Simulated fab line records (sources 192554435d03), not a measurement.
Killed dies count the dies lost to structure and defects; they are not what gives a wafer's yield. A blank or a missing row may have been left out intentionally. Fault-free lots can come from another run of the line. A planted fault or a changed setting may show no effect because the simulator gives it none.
Chamber matching / flow n5 finfet / N5_BEOL_M7_ETCH_66 on rie diel-01: 4 sister chambers
The step etches SOC in N2/H2, target depth 80 nm, overetch 16 nm, time 120 s. 4 wafers are shown with their chamber, then 8 later ones without.

## WAFERS PAIRED WITH THEIR CHAMBERS
wafer=L075.5; chamber=2; showerhead plenum p Torr (Torr)=2.64
wafer=L088.2; chamber=1; showerhead plenum p Torr (Torr)=2.69
wafer=L088.5; chamber=0; showerhead plenum p Torr (Torr)=2.60
wafer=L089.2; chamber=3; showerhead plenum p Torr (Torr)=2.60

## WAFERS WITH NO CHAMBER GIVEN
wafer=L089.3; showerhead plenum p Torr (Torr)=2.63
wafer=L089.6; showerhead plenum p Torr (Torr)=2.60
wafer=L095.1; showerhead plenum p Torr (Torr)=2.60
wafer=L095.3; showerhead plenum p Torr (Torr)=2.68
wafer=L095.4; showerhead plenum p Torr (Torr)=2.59
wafer=L096.2; showerhead plenum p Torr (Torr)=2.59
wafer=L096.3; showerhead plenum p Torr (Torr)=2.68
wafer=L096.6; showerhead plenum p Torr (Torr)=2.60

## THE CHAMBER EACH PASSED THROUGH
wafer=L089.3; from the rows above=2; in truth=2
wafer=L089.6; from the rows above=can't be placed: 0 or 3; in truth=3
wafer=L095.1; from the rows above=can't be placed: 0 or 3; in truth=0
wafer=L095.3; from the rows above=1; in truth=1
wafer=L095.4; from the rows above=can't be placed: 0 or 3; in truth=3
wafer=L096.2; from the rows above=can't be placed: 0 or 3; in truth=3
wafer=L096.3; from the rows above=1; in truth=1
wafer=L096.6; from the rows above=can't be placed: 0 or 3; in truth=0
Correct placement for 3 of the 8. These rows do not allow placing 5 (true chamber among the candidates in 5). Number placed wrongly: 0.
How it was worked out, from the rows above alone: a wafer's distance from a chamber is the root of the sum, over the readings, of the square of ((its reading less the chamber's mean) divided by the reading's scatter). The wafer belongs to the nearest chamber; if the next one is less than 2 further off, it can't be placed. The mean given for a chamber averages the wafers shown for that chamber. The scatter: with one shown wafer a chamber, the root of the mean of the squares of how far each hidden wafer lies from its nearest shown one.
